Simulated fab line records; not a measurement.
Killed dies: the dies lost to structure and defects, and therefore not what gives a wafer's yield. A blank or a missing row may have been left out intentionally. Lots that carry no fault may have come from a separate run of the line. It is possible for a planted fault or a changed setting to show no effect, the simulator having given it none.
Matching of chambers + flow n5 finfet + N5_FIN_CUT_DESCUM_13 on rie diel-05: 4 sister chambers
The step chemistry O2, time 7 s. 16 wafers are shown with their chamber, then 8 later ones without.

## EACH WAFER AND ITS CHAMBER
| wafer  | chamber | showerhead plenum p Torr (Torr) | throttle valve pct (%) | drypump motor current A (A) |
|--------|---------|---------------------------------|------------------------|-----------------------------|
| L076.1 | 3       | 2.18                            | 20.49                  | 5.6                         |
| L076.2 | 1       | 2.02                            | 20.80                  | 5.7                         |
| L076.5 | 0       | 2.21                            | 20.35                  | 5.8                         |
| L078.3 | 2       | 2.16                            | 20.29                  | 5.6                         |
| L078.5 | 2       | 2.16                            | 20.31                  | 5.6                         |
| L078.6 | 3       | 2.18                            | 20.50                  | 5.6                         |
| L081.1 | 1       | 2.01                            | 20.82                  | 5.7                         |
| L081.2 | 2       | 2.16                            | 20.29                  | 5.6                         |
| L081.3 | 0       | 2.21                            | 20.34                  | 5.9                         |
| L082.1 | 3       | 2.18                            | 20.52                  | 5.6                         |
| L082.3 | 2       | 2.16                            | 20.31                  | 5.6                         |
| L082.6 | 3       | 2.18                            | 20.51                  | 5.6                         |
| L087.2 | 0       | 2.20                            | 20.35                  | 5.9                         |
| L087.3 | 1       | 2.01                            | 20.84                  | 5.7                         |
| L087.4 | 3       | 2.18                            | 20.54                  | 5.6                         |
| L090.1 | 0       | 2.20                            | 20.38                  | 5.8                         |

SIGNATURES, as means of the wafers listed above
| reading                  | chamber 0 | chamber 1 | chamber 2 | chamber 3 | scatter within a chamber |
|--------------------------|-----------|-----------|-----------|-----------|--------------------------|
| showerhead plenum p Torr | 2.2050    | 2.0133    | 2.1600    | 2.1800    | 0.00373                  |
| throttle valve pct       | 20.3550   | 20.8200   | 20.3000   | 20.5120   | 0.0173                   |
| drypump motor current A  | 5.850     | 5.700     | 5.600     | 5.600     | 0.0289                   |
Rule: distance of a wafer from a chamber = root of the sum over the readings of ((wafer's reading minus chamber's mean) / reading's scatter) squared. The wafer belongs to the nearest chamber; if the next one is less than 2 further off, it can't be placed. The scatter is the square root of a quotient: the sum, over the shown wafers, of each reading's squared deviation from its chamber's mean, divided by wafers minus chambers.

## WAFERS WITHOUT THEIR CHAMBER
| wafer  | showerhead plenum p Torr (Torr) | throttle valve pct (%) | drypump motor current A (A) |
|--------|---------------------------------|------------------------|-----------------------------|
| L090.2 | 2.17                            | 20.53                  | 5.6                         |
| L090.3 | 2.16                            | 20.33                  | 5.6                         |
| L092.1 | 2.20                            | 20.38                  | 5.9                         |
| L092.2 | 2.17                            | 20.55                  | 5.6                         |
| L092.3 | 2.01                            | 20.85                  | 5.7                         |
| L092.4 | 2.16                            | 20.33                  | 5.6                         |
| L092.5 | 2.01                            | 20.84                  | 5.7                         |
| L092.6 | 2.16                            | 20.33                  | 5.7                         |

## THE CHAMBER EACH PASSED THROUGH
| wafer  | from the rows above | in truth |
|--------|---------------------|----------|
| L090.2 | 3                   | 3        |
| L090.3 | 2                   | 2        |
| L092.1 | 0                   | 0        |
| L092.2 | 3                   | 3        |
| L092.3 | 1                   | 1        |
| L092.4 | 2                   | 2        |
| L092.5 | 1                   | 1        |
| L092.6 | 2                   | 2        |
Correctly placed: 8 of 8. From these rows, 0 cannot be placed. Wrongly placed: 0.
